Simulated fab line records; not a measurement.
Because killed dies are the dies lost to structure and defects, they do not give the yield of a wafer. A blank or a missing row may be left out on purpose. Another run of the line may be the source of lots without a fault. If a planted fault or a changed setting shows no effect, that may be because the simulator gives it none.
fab line records | flow n5Finfet
record lots=5 wafers=12 lastDay=16
route steps=1938 shown FIN_SAQP@126 FIN_CUT@154 STI_FIN_REVEAL@207 BEOL_M4@1111
lots that met no fault: from a run of the same line without faults
startH: start of the lot's first displayed wafer, in hours after the record's first day | waitH: how many hours have passed since the lot's step before this one | " as in the row above | L1.1+2: a row that stands for several wafers | - no value, or no start was given | * or withheld: withheld | < > ~ a bound
route shown NAME@n: names a module that has steps shown in the file, with the first one's number in the route | usual: average and standard deviation across the fault-free wafers | same: alike in all rows | chamber/n: place in a boat | sites: readings site by site | _std_site: their standard deviation | _edge_site: inner sites' mean taken away from outer sites' mean | radiusMm: how far each site lies from the wafer's centre | mask NAME#n: copy n | behind: tool/chamber where the wafer was last shaped | hold: why the lot was held/for how many hours/how that ended | device: the n, p or np transistor that did not switch | end of line: the tests these same wafers got at the end of their route | for a step that has no rows: nothing shown but its recipe | killed: dies that structure and defects cost at the first sort, which is not the same as the wafer's yield | map: per-die view of a wafer (x killed, . not killed, _ where there is no die)
set.NAME: setting as actually run; set.NAME@STEP: the setting as run at that earlier step | model.NAME: the simulator's own value behind a step, which no gauge read
lots seen at some steps along the route; tables by step, rows by wafer
services: a tool's chamber out of use, with start hour (startH, from the record's first day; less than 0 if before it), hours out, and reason
## steps
# step N5_FIN_SAQP_SPACER1_ETCHBACK_25
# recipe chemistry=CHF3/O2 mode=anisotropicEtchback target=SiO2 targetDepthA=244 timeS=12.2 pressureMtorr=30 sourceW=650 biasW=170 Ar_flow_sccm=200 CHF3_flow_sccm=50 O2_flow_sccm=5 ionEnergyEv=200
# step N5_FIN_SAQP_MANDREL1_REMOVE_56
# recipe chemistry=HBr/Cl2/O2 btTimeS=10 target=a-Si stopOn=SiNx endpoint=OES-SiCl overEtchFrac=1 icpW=600 biasW=22 HBr_flow_sccm=150 Cl2_flow_sccm=80 O2_flow_sccm=5 pressureMtorr=10
# step N5_FIN_SAQP_ETCH_57
# recipe chemistry=CH3F/O2 target=SiNx maskMaterial=SiO2 targetDepthA=325 timeS=46.4 pressureMtorr=30 sourceW=395 biasW=73 Ar_flow_sccm=150 CH3F_flow_sccm=30 O2_flow_sccm=20 ionEnergyEv=120 ends=cleared
# step N5_FIN_SAQP_ETCH_65
# recipe chemistry=CF4 target=SiO2 targetDepthA=40 ionEnergyEv=350 timeS=4.4 pressureMtorr=10 icpW=800 biasW=400 cf4FlowSccm=80
# step N5_FIN_SAQP_MANDREL_ETCH_58
# recipe chemistry=HBr/Cl2 target=a-Si targetDepthA=450 btTimeS=10 stopOn=SiNx maskMaterial=SiO2 overEtchFrac=0.8 timeS=27 pressureMtorr=10 icpW=800 biasW=75 HBr_flow_sccm=150 Cl2_flow_sccm=80 ends=endPoint
# step N5_FIN_SAQP_RECESS_63
# recipe chemistry=HF/NH3 target=SiO2 targetDepthA=180 afsCycles=3 tempC=30 sublimationTempC=180 sublimationTimeS=60
# step N5_FIN_SAQP_COAT_68
# recipe resist=SOC tempC=250 timeS=60 spinRpm=1500 resistThkNm=100
# step N5_FIN_SAQP_ETCH_69
# recipe chemistry=N2/H2 target=SOC targetDepthA=1500 stopOn=SiNx ionEnergyEv=100 biasW=61 pressureMtorr=30 sourceW=850 n2FlowSccm=200 h2FlowSccm=200
# step N5_FIN_SAQP_ETCH_67
# recipe chemistry=CH3F/O2 target=SiNx targetDepthA=300 maskMaterial=SOC pressureMtorr=30 sourceW=395 biasW=73 Ar_flow_sccm=150 CH3F_flow_sccm=30 O2_flow_sccm=20 ionEnergyEv=120
# step N5_FIN_SAQP_STRIP_70
# recipe chemistry=N2/H2 powerW=500 tempC=40 pressureMtorr=50 rfFrequencyHz=6e+07 overashFraction=0.3 biasPowerW=28 h2Frac=0.5 n2FlowSccm=300 h2FlowSccm=300
# step N5_FIN_SAQP_RECESS_71
# recipe chemistry=HF/NH3 target=SiO2 targetDepthA=30 afsCycles=1 tempC=30 sublimationTempC=180 sublimationTimeS=60
# step N5_FIN_SAQP_SPACER2_ALD_28
# recipe material=SiO2 targetThkA=81 tempC=300 aldPrecursorFamily=BDEAS aldCoReactant=O2-plasma pulseTimeS=1 purgeTimeS=2 coReactantPurgeTimeS=2 pressureTorr=2
# usual heaterPowerW=479/42 precursorPulseHeightRel=1.000/0.019
# columns lot.wafer tool chamber startH waitH heaterPowerW precursorPulseHeightRel model.SiO2_of_FIN_SAQP_SPACER2_ALD_28.thkNm
L640.1 aldSin-01 2 91.79 0.5 490 1.011 8
L640.3 " 3 " " 456 0.996 8.2
L640.5 " 2 " " 465 0.993 8
L642.1 aldSin-01 0 105.60 0.1 443 1.008 8
L642.6 " 1 " " 477 1.000 3
L643.1 aldSin-01 1 109.76 0.1 463 1.025 8.2
L643.2 " 0 " " 455 0.979 2.8
L644.2 aldSin-01 0 115.72 0.1 449 0.991 2.8
L644.4 " 3 " " 457 0.981 8.2
L647.1 aldSin-02 0 134.22 0.2 533 1.014 8
L647.4 " 3 " " 557 0.995 8.2
L647.6 " 1 " " 515 1.008 8
# step N5_FIN_SAQP_SPACER2_ETCHBACK_29
# recipe chemistry=CHF3/O2 mode=anisotropicEtchback target=SiO2 targetDepthA=122 timeS=6.1 pressureMtorr=30 sourceW=650 biasW=170 Ar_flow_sccm=200 CHF3_flow_sccm=50 O2_flow_sccm=5 ionEnergyEv=200
# step N5_FIN_SAQP_MANDREL2_REMOVE_60
# recipe chemistry=HBr/Cl2/O2 btTimeS=10 target=a-Si stopOn=SiNx endpoint=OES-SiCl overEtchFrac=1 icpW=600 biasW=22 HBr_flow_sccm=150 Cl2_flow_sccm=80 O2_flow_sccm=5 pressureMtorr=10
# usual biasW=22.01/0.062 drypumpMotorCurrentA=5.6/0.53 oesProductAu=0.998/0.024 throttleValvePct=36.7/0.41
# columns lot.wafer tool chamber startH waitH biasW drypumpMotorCurrentA oesProductAu rfHoursCounterH throttleValvePct model.FIN_SAQP.cdNm
L640.1 rieSi-01 0 92.29 0.1 21.90 6.1 1.019 80 36.9 8
L640.3 " 1 " " 22.04 5.6 0.975 75 37.1 8.2
L640.5 " 2 " " 22.03 5.5 0.971 - 37.2 8.2
L642.1 rieSi-01 1 106.08 0.1 22.06 5.6 0.960 76 37.0 8
L642.6 " 2 " " 22.05 5.5 0.955 - 37.2 3.2
L643.1 rieSi-01 1 110.18 0.1 22.02 5.6 0.963 76 37.1 8.2
L643.2 " 0 " " 22.01 6.3 1.014 80 36.8 2.8
L644.2 rieSi-01 2 116.13 0.1 21.91 5.5 0.967 164 37.2 3
L644.4 " 1 " " 22.11 5.6 0.974 76 37.1 8.2
L647.1 rieSi-01 2 134.63 0.1 22.07 5.5 0.965 164 37.2 8.2
L647.4 " 0 " " 21.95 6.2 1.022 81 36.8 8.2
L647.6 " 1 " " 22.08 5.6 0.963 - 37.1 8.2
# step N5_FIN_SAQP_CD_MEAS_31
# recipe targetCdNm=8 landingEnergyEv=1000 detector=seInlens polarity=line
# usual cdNm=8.12/0.22
# columns lot.wafer tool chamber startH waitH cdNm
L640.1 cdSem-02 0 92.40 0.1 8.22
L640.3 " 0 " " 8.20
L640.5 " 0 " " 8.15
L642.1 cdSem-03 0 106.19 0.1 8.39
L642.6 " 0 " " 3.36
L643.1 cdSem-02 0 110.29 0.1 8.13
L643.2 " 0 " " 2.80
L644.2 cdSem-01 0 116.24 0.1 3.56
L644.4 " 0 " " 8.02
L647.1 cdSem-03 0 134.74 0.1 8.07
L647.4 " 0 " " 8.23
L647.6 " 0 " " 8.33
# step N5_FIN_SAQP_HM_OPEN_33
# recipe chemistry=CH3F/O2 target=SiNx maskMaterial=SiO2 targetDepthA=494 timeS=70.6 pressureMtorr=30 sourceW=395 biasW=73 Ar_flow_sccm=150 CH3F_flow_sccm=30 O2_flow_sccm=20 ionEnergyEv=120 ends=cleared
# step N5_FIN_SAQP_ETCH_34
# recipe chemistry=C4F6/O2 target=SiO2 targetDepthA=450 timeS=15 ionEnergyEv=250 pressureMtorr=30 sourceW=345 biasW=185 Ar_flow_sccm=300 C4F6_flow_sccm=10 O2_flow_sccm=10 ends=cleared
# step N5_FIN_SAQP_STRIP_77
# recipe chemistry=N2/H2 timeS=90 powerW=100 tempC=40 pressureMtorr=100 rfFrequencyHz=6e+07 biasPowerW=3 n2FlowSccm=300 h2FlowSccm=300
# step N5_FIN_SAQP_HM_CD_35
# recipe targetCdNm=8 polarity=line
# usual cdNm=8.15/0.25
# columns lot.wafer tool chamber startH waitH cdNm
L640.1 cdSem-03 - 92.78 0.1 8.14
L640.3 " - " " 8.06
L640.5 " - " " 8.05
L642.1 cdSem-03 - 106.52 0.1 8.22
L642.6 " - " " 3.11
L643.1 cdSem-01 - 110.55 0.1 8.22
L643.2 " - " " 2.67
L644.2 cdSem-02 - 116.51 0.1 3.04
L644.4 " - " " 8.48
L647.1 cdSem-02 - 135.00 0.1 7.97
L647.4 " - " " 8.38
L647.6 " - " " 8.38
# step N5_FIN_SAQP_ETCH_64
# recipe chemistry=CF4 target=SiO2 targetDepthA=15 ionEnergyEv=350 pressureMtorr=10 icpW=800 biasW=400 cf4FlowSccm=80
# step N5_FIN_SAQP_FIN_ETCH_36
# recipe chemistry=HBr/Cl2/O2 targetDepthA=1200 maskMaterial=SiNx timeS=50.4 biasW=102 pressureMtorr=10 icpW=800 HBr_flow_sccm=150 Cl2_flow_sccm=80 O2_flow_sccm=12
# usual biasW=101.90/0.3 drypumpMotorCurrentA=5.6/0.51 oesProductAu=0.997/0.025 throttleValvePct=36.0/0.42
# columns lot.wafer tool chamber startH waitH biasW drypumpMotorCurrentA oesProductAu rfHoursCounterH throttleValvePct model.FIN_SAQP.cdNm
L640.1 rieSi-02 2 92.85 0.0 102.32 5.8 1.041 75 35.8 8
L640.3 " 0 " " 102.37 6.2 1.020 37 36.5 8.2
L640.5 " 1 " " 101.87 5.6 0.994 - 36.0 8.2
L642.1 rieSi-01 0 106.59 0.0 101.71 6.2 1.002 80 36.2 8.2
L642.6 " 1 " " 101.93 5.6 0.962 - 36.4 3
L643.1 rieSi-03 1 110.62 0.0 101.80 5.1 0.984 144 35.4 8
L643.2 " 0 " " 102.01 6.4 0.999 113 35.5 2.8
L644.2 rieSi-03 3 116.57 0.0 101.72 5.5 1.011 43 36.3 3.2
L644.4 " 2 " " 102.11 5.7 0.998 121 35.2 8.2
L647.1 rieSi-02 1 135.07 0.0 101.45 5.6 0.981 1 36.0 8
L647.4 " 0 " " 101.96 6.2 1.013 38 36.5 8.2
L647.6 " 1 " " 101.74 5.5 0.990 - 36.0 7.8
# step N5_FIN_SAQP_CD_MEAS_37
# recipe targetCdNm=8 polarity=line
# usual cdNm=8.14/0.27
# columns lot.wafer tool chamber startH waitH cdNm
L640.1 cdSem-03 - 92.97 0.1 8.21
L640.3 " - " " 8.40
L640.5 " - " " 8.15
L642.1 cdSem-03 - 106.71 0.1 8.24
L642.6 " - " " 3.23
L643.1 cdSem-02 - 110.74 0.1 7.84
L643.2 " - " " 2.71
L644.2 cdSem-02 - 116.70 0.1 3.11
L644.4 " - " " 8.21
L647.1 cdSem-01 - 135.19 0.1 8.05
L647.4 " - " " 8.23
L647.6 " - " " 8.37
# step N5_FIN_SAQP_PRECLEAN_38
# recipe chemistry=O3/DIW timeS=45 tempC=22 o3Ppm=10
# step N5_FIN_SAQP_PRECLEAN_45
# recipe chemistry=dHF timeS=10 dilution=500:1 tempC=25
# step N5_FIN_SAQP_SRD_39
# recipe dry=ipaMarangoni timeS=30 tempC=23 rinseLiquid=diw
# step N5_FIN_CUT_COAT_18
# recipe resist=SOC tempC=250 timeS=60 spinRpm=1500 resistThkNm=230
# step N5_FIN_CUT_COAT_19
# recipe resist=SiARC tempC=220 timeS=60 spinRpm=1500 resistThkNm=20
# step N5_FIN_CUT_COAT_29
# recipe resist=underlayer tempC=205 timeS=60 spinRpm=1500 resistThkNm=10
# step N5_FIN_CUT_COAT_02
# recipe resist=CAR-EUV spinRpm=1500 resistThkNm=30
# step N5_FIN_CUT_EBR_04
# recipe solvent=PGMEA ebrWidthMm=1.5
# step N5_FIN_CUT_SOFTBAKE_03
# recipe tempC=110 timeS=60 resist=CAR-EUV
# step N5_FIN_CUT_EXPOSE_05
# recipe maskId=FIN_CUT na=0.33 sourceShape=annular sigmaInner=0.35 sigmaOuter=0.8 polarization=unpolarized doseMj=45.75
# step N5_FIN_CUT_PEB_06
# recipe pebTempC=100 pebTimeS=60 resist=CAR-EUV
# step N5_FIN_CUT_DEVELOP_07
# recipe developTimeS=30 developer=TMAH resist=CAR-EUV rinseLiquid=surfactantRinse dry=airSpin devTempC=23
# step N5_FIN_CUT_DESCUM_13
# recipe chemistry=O2 timeS=7 sourcePowerW=50 biasPowerW=20 pressureMtorr=20 rfFrequencyHz=2.712e+07 tempC=40 resist=CAR-EUV o2FlowSccm=225
# step N5_FIN_CUT_ETCH_30
# recipe chemistry=N2/H2 target=underlayer targetDepthA=130 maskMaterial=CAR-EUV timeS=10.4 ionEnergyEv=200 pressureMtorr=30 sourceW=840 biasW=150 n2FlowSccm=200 h2FlowSccm=200 ends=cleared
# step N5_STI_FIN_REVEAL_CD_MEAS_22
# recipe targetCdNm=6.238 pitchNm=28 polarity=line
# usual cdNm=6.31/0.29
# columns lot.wafer tool chamber startH waitH cdNm
L640.1 cdSem-03 - 103.73 0.0 6.08
L640.3 " - " " 5.88
L640.5 " - " " 6.17
L642.1 cdSem-02 - 117.57 0.0 6.07
L642.6 " - " " 1.53
L643.1 cdSem-01 - 121.45 0.0 6.06
L643.2 " - " " 1.02
L644.2 cdSem-03 - 126.76 0.0 1.50
L644.4 " - " " 6.68
L647.1 cdSem-02 - 145.86 0.0 6.19
L647.4 " - " " 6.49
L647.6 " - " " 6.04
# step N5_BEOL_M4_RC_MEAS_101
# usual DIBL_N=36.4/2.7 DIBL_P=36/3.2 IOFF_N=0.16/0.046 IOFF_N_85C=3.2/0.74 IOFF_N_LIN=0.075/0.017 IOFF_P=0.21/0.055 IOFF_P_85C=3.7/0.82 IOFF_P_LIN=0.100/0.02 ION_N=677/15 ION_P=464/11 SS_N=71.5/0.79 SS_P=73.3/0.93 VT_N=250/4.1 VT_N_LVT=99/3.6 VT_P=-251/4.4 VT_P_LVT=-99/3.5
# columns lot.wafer tool chamber startH waitH DIBL_N[mV/V] DIBL_P[mV/V] IOFF_N[nA/um] IOFF_N_85C[nA/um] IOFF_N_LIN[nA/um] IOFF_P[nA/um] IOFF_P_85C[nA/um] IOFF_P_LIN[nA/um] ION_N[uA/um] ION_P[uA/um] SS_N[mV/dec] SS_P[mV/dec] VT_N[mV] VT_N_LVT[mV] VT_P[mV] VT_P_LVT[mV]
L640.1 prober-01 0 251.19 0.0 36.1 37 0.16 3.1 0.075 0.24 4.2 0.117 680 476 71.4 73.4 253 100 -248 -96
L640.3 " 0 " " 37.0 38 0.19 3.7 0.088 0.28 4.6 0.128 701 479 72.7 74.5 244 97 -245 -95
L640.5 " 0 " " 34.8 35 0.15 3.0 0.072 0.24 4.1 0.113 677 468 70.6 73.6 247 100 -248 -97
L643.1 prober-02 0 257.40 0.0 34.2 33 0.13 2.7 0.063 0.16 2.9 0.081 670 453 71.5 72.8 251 102 -258 -103
L643.2 " 0 " " 0.7 -11 0.00 0.1 0.001 0.00 0.2 0.006 413 334 64.1 61.9 330 180 -302 -150
L642.1 prober-01 0 263.35 0.0 38.0 41 0.18 3.5 0.079 0.25 4.2 0.111 672 468 72.4 74.0 250 99 -250 -98
L642.6 " 0 " " 9.8 0 0.00 0.1 0.002 0.01 0.3 0.010 451 352 66.2 64.2 322 170 -294 -142
L644.2 prober-01 0 275.31 0.2 6.9 -5 0.00 0.1 0.002 0.01 0.2 0.008 446 346 64.8 62.3 322 172 -296 -146
L644.4 " 0 " " 41.8 43 0.29 5.0 0.114 0.31 5.0 0.131 698 465 73.2 74.5 243 93 -247 -95
L647.1 prober-02 0 286.58 0.0 35.4 37 0.14 2.7 0.066 0.16 2.9 0.078 681 463 71.3 72.8 253 99 -256 -104
L647.4 " 0 " " 38.2 39 0.18 3.4 0.080 0.19 3.3 0.087 675 451 72.4 73.8 248 96 -256 -103
L647.6 " 0 " " 36.8 38 0.14 2.8 0.067 0.16 2.9 0.078 671 449 72.4 72.8 254 101 -257 -105
## services
# columns tool chamber startH hours kind
rieSi-02 2 100.50 7.3 repair
aldSin-01 2 101.12 6.2 repair
rieSi-03 0 117.93 4.8 repair
aldSin-02 2 130.82 3.4 repair
## key
firstSign step=N5_FIN_SAQP_CD_MEAS_31 reading=cdNm direction=down sigmas=22 usual=8.12 struck=3.24
effect step=N5_FIN_SAQP_HM_CD_35 reading=cdNm direction=down sigmas=21 usual=8.15 struck=2.94
effect step=N5_FIN_SAQP_CD_MEAS_37 reading=cdNm direction=down sigmas=19 usual=8.14 struck=3.02
effect step=N5_STI_FIN_REVEAL_CD_MEAS_22 reading=cdNm direction=down sigmas=17 usual=6.31 struck=1.35
effect step=N5_BEOL_M4_RC_MEAS_101 reading=VT_N_LVT direction=up sigmas=21 usual=99 struck=174
effect step=N5_BEOL_M4_RC_MEAS_101 reading=VT_N direction=up sigmas=18 usual=250 struck=325
effect step=N5_BEOL_M4_RC_MEAS_101 reading=ION_N direction=down sigmas=16 usual=677 struck=437
effect step=N5_BEOL_M4_RC_MEAS_101 reading=VT_P_LVT direction=down sigmas=13 usual=-99 struck=-146
effect step=N5_BEOL_M4_RC_MEAS_101 reading=DIBL_P direction=down sigmas=13 usual=36 struck=-5
effect step=N5_BEOL_M4_RC_MEAS_101 reading=SS_P direction=down sigmas=11 usual=73.3 struck=62.8
effect step=N5_BEOL_M4_RC_MEAS_101 reading=DIBL_N direction=down sigmas=11 usual=36.4 struck=5.8
effect step=N5_BEOL_M4_RC_MEAS_101 reading=ION_P direction=down sigmas=11 usual=464 struck=344
effect step=N5_BEOL_M4_RC_MEAS_101 reading=VT_P direction=down sigmas=11 usual=-251 struck=-298
effect step=N5_BEOL_M4_RC_MEAS_101 reading=SS_N direction=down sigmas=8.2 usual=71.5 struck=65.1
effect step=N5_BEOL_M4_RC_MEAS_101 reading=IOFF_P_LIN direction=down sigmas=4.6 usual=0.100 struck=0.008
effect step=N5_BEOL_M4_RC_MEAS_101 reading=IOFF_N_LIN direction=down sigmas=4.4 usual=0.075 struck=0.002
modelEffect step=N5_FIN_SAQP_SPACER2_ALD_28 value=SiO2_of_FIN_SAQP_SPACER2_ALD_28.thkNm without=8.067 struck=2.867
modelEffect step=N5_FIN_SAQP_MANDREL2_REMOVE_60 value=FIN_SAQP.cdNm without=8.267 struck=3
modelEffect step=N5_FIN_SAQP_FIN_ETCH_36 value=FIN_SAQP.cdNm without=8.2 struck=3
metAt N5_FIN_SAQP_SPACER2_ALD_28
struckWafers L642.6,L643.2,L644.2
sortLeftOut L642.6,L643.2,L644.2
onsetBetween 91.79 105.60
fault kind=processParameterDrift tool=aldSin-01 chamber=- onsetH=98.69 steps=N5_FIN_SAQP_SPACER2_ALD_28 channel=targetThkA offset=* shape=step endH=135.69 scope=struckWafersOnly actsIn=* stated=*
# sortLeftOut: the simulated sort isn't trusted on such a fault, so these wafers' sort isn't shown, and their yield isn't known
